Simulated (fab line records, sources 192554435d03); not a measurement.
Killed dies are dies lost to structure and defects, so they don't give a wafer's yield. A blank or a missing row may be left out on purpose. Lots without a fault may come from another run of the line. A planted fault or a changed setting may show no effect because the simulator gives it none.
Which tool did it? | flow n5_finfet | 11 lots, 33 wafers sampled, at 2 steps of a route of 1938

WHAT THE GAUGES READ, wafer by wafer
N5_BEOL_M4_RC_MEAS_101.
lot  | measured     | on        | IOFF_N_LONG (nA/um)
L423 | day 7 18:45  | prober-01 | 5.55e-05 5.48e-05 5.69e-05
L424 | day 8 05:23  | prober-02 | 5.62e-05 5.76e-05 5.74e-05
L427 | day 8 10:39  | prober-02 | 5.43e-05 5.66e-05 5.31e-05
L428 | day 9 03:45  | prober-01 | 5.39e-05 5.39e-05 5.4e-05
L429 | day 9 09:12  | prober-01 | 5.5e-05 5.6e-05 5.6e-05
L431 | day 9 21:40  | prober-01 | 5.43e-05 5.24e-05 5.34e-05
L435 | day 10 23:28 | prober-02 | 5.28e-05 5.2e-05 5.58e-05
L437 | day 11 09:07 | prober-01 | 5.49e-05 5.45e-05 5.57e-05
L442 | day 12 23:50 | prober-02 | 6.83e-05 6.8e-05 6.68e-05
L443 | day 12 17:15 | prober-02 | 7.46e-05 7.12e-05 7.23e-05
L444 | day 13 04:50 | prober-01 | 7.65e-05 7.82e-05 7.58e-05

WHICH TOOL RAN EACH LOT (tool, then ch and the chambers of the sampled wafers, then the start)
lot  | N5_SD_EPI_N_WET_ETCH_43
L423 | wet_bench-04 ch 1,4,5, day 3 02:59
L424 | wet_bench-04 ch 3,4,5, day 3 10:16
L427 | wet_bench-04 ch 1,2,7, day 4 01:45
L428 | wet_bench-01 ch 1,4,7, day 4 09:45
L429 | wet_bench-02 ch 4,5,6, day 4 13:48
L431 | wet_bench-01 ch 0,3,7, day 5 00:20
L435 | wet_bench-01 ch 0,1,2, day 6 10:37
L437 | wet_bench-02 ch 3,5,7, day 6 16:31
L442 | wet_bench-02 ch 1,6,7, day 7 19:47
L443 | wet_bench-02 ch 0,3,7, day 8 02:49
L444 | wet_bench-02 ch 0,3,6, day 8 09:44
- N5_SD_EPI_N_WET_ETCH_43: etches SiO2 in dHF, time 14 s, target depth 1.5 nm.

THE ANSWER, worked out from the rows above alone
Rule: what is usual is taken from the lots themselves. Put in order of their means at a reading, lots are off if they are a third of the lots or fewer, leave a main group of 4 or more, and stand apart from it by a gap of 3 or more times the standard deviation of the main group's means; of several such gaps the widest counts. A main group whose means are all the same, to the digits that the tables above print for the reading, isn't used. A lot without any number at a reading at which 4 lots or more have one is off too. The other lots that the step has rows for count as sound.
Off: L442, L443, L444, at N5_BEOL_M4_RC_MEAS_101 (IOFF_N_LONG). The main group: mean 5.49e-05 nA/um, standard deviation 1.2e-06.
A tool fits if, at a process step before that reading, it ran every lot that is off, and no sound lot after the first of them. The gauges at N5_BEOL_M4_RC_MEAS_101 are tried like those tools. One fits: wet_bench-02 at N5_SD_EPI_N_WET_ETCH_43. Its last sound lot is L437 (day 6 16:31), its first lot that is off L442 (day 7 19:47): a fault that began between those two fits.

WHAT THE SIMULATOR HAD PUT IN
Skipped step whole: wet_bench-02, from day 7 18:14 on, at N5_SD_EPI_N_WET_ETCH_43. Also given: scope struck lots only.
Lots struck among those shown: L443, L442, L444. The rule above found the same.
